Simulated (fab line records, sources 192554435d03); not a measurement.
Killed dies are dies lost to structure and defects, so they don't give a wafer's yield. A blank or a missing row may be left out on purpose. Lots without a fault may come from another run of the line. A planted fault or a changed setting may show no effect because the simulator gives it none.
A struck lot beside a sound one | flow n5_finfet | 13 steps out of a route of 1938
Sound: wafers L804.1, L804.6. Struck: wafers L811.2, L811.4. (L811.3 of the same lot was not struck and is left out.) The cause comes at the end.
At each step with rows: each side's tool, then ch and its chambers, then its first start. Under that, the readings that differ: sound wafers | struck wafers | difference of the means | sigmas: that difference in standard deviations of wafers without a fault.
alike: readings whose means differ by less than 2 such deviations, and words and numbers that are the same on both sides. not compared: withheld readings, readings that some wafer has no value for, bounds like >300 that may hide the same value, and numbers for which the record gives no deviation and whose values overlap.
The two part at a step that has a row with sigmas, a row that says differs or no value, or rows on one side only. Numbers that don't overlap but have no deviation are shown without sigmas and don't part them. A reading that every wafer of one side lacks parts them only if that side has two wafers or more.

first, 2 steps without rows for these wafers: N5_BEOL_M9_PRECLEAN_42 (cleans in residue remover, time 60 s); N5_BEOL_M9_SRD_43 (time 30 s).
N5_BEOL_M9_CD_MEAS_35: target cd 70 nm, target cd y 40 nm.
  sound on cd_sem-02, day 11 15:34; struck on cd_sem-02, day 13 04:14
  alike: cd_nm
N5_BEOL_M9_CURE_72: cures SiCOH lowk, time 120 s.
  sound on uv_cure-03 ch 1, day 11 15:37; struck on uv_cure-03 ch 2, day 13 04:20
  alike: lamp_power_pct, wafer_temp_C_max
N5_BEOL_M9_DEGAS_44: time 60 s.
  sound on pvd_sputter-01, day 11 15:59; struck on pvd_sputter-02, day 13 04:56
  alike: heater_power_w
N5_BEOL_M9_PRE_CLEAN_45: time 30 s.
  sound on pvd_sputter-01, day 11 16:01; struck on pvd_sputter-02, day 13 04:59
  alike: heater_power_w
N5_BEOL_M9_ALD_74: deposits TaN, target thk 2 nm, pulse time 2 s, purge time 3 s.
  sound on ald_metal-02 ch 0,1, day 11 16:06; struck on ald_metal-02 ch 1,2, day 13 05:04
  alike: heater_power_w
  not compared: since_wet_clean_h
then, 4 steps without rows for these wafers: N5_BEOL_M9_SURFACE_TREAT_79; N5_BEOL_M9_CVD_78 (deposits Co from CCTBA/H2, target thk 2 nm, time 138.9 s); N5_BEOL_M9_SPUTTER_48 (material Cu, target thk 12 nm, time 2 s); N5_BEOL_M9_ECD_50 (material Cu, target thk 318 nm).
N5_BEOL_M9_ANNEAL_51: time 90 s.
  sound on rtp_anneal-02 ch 0, day 11 16:56; struck on rtp_anneal-01 ch 0, day 13 06:10
  alike: wafer_temp_C_max
N5_BEOL_M9_CMP_52: polishes, stops on SiCOH lowk, t overpolish 7 s, target thk 140 nm.
  sound on cmp-02 ch 0,1, day 11 17:16; struck on cmp-01 ch 0,1, day 13 06:25
  reading                      | sound     | struck    | difference | sigmas
  barrier_field_endpoint_s (s) | 27.2 29.1 | 16.2 16.5 | -11.8      | -17
  time_to_endpoint_s (s)       | 61 65     | 37 39     | -25        | -7
  alike: motor_current_A, overpolish_run_s, slurry_filter_dp_kPa

WHERE THEY PART
Only at N5_BEOL_M9_CMP_52, within this record.

WHY: what the simulator had put in
Process parameter drift: cmp-01, from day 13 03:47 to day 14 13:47, at N5_BEOL_M9_CMP_52. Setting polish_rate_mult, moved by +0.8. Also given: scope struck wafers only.
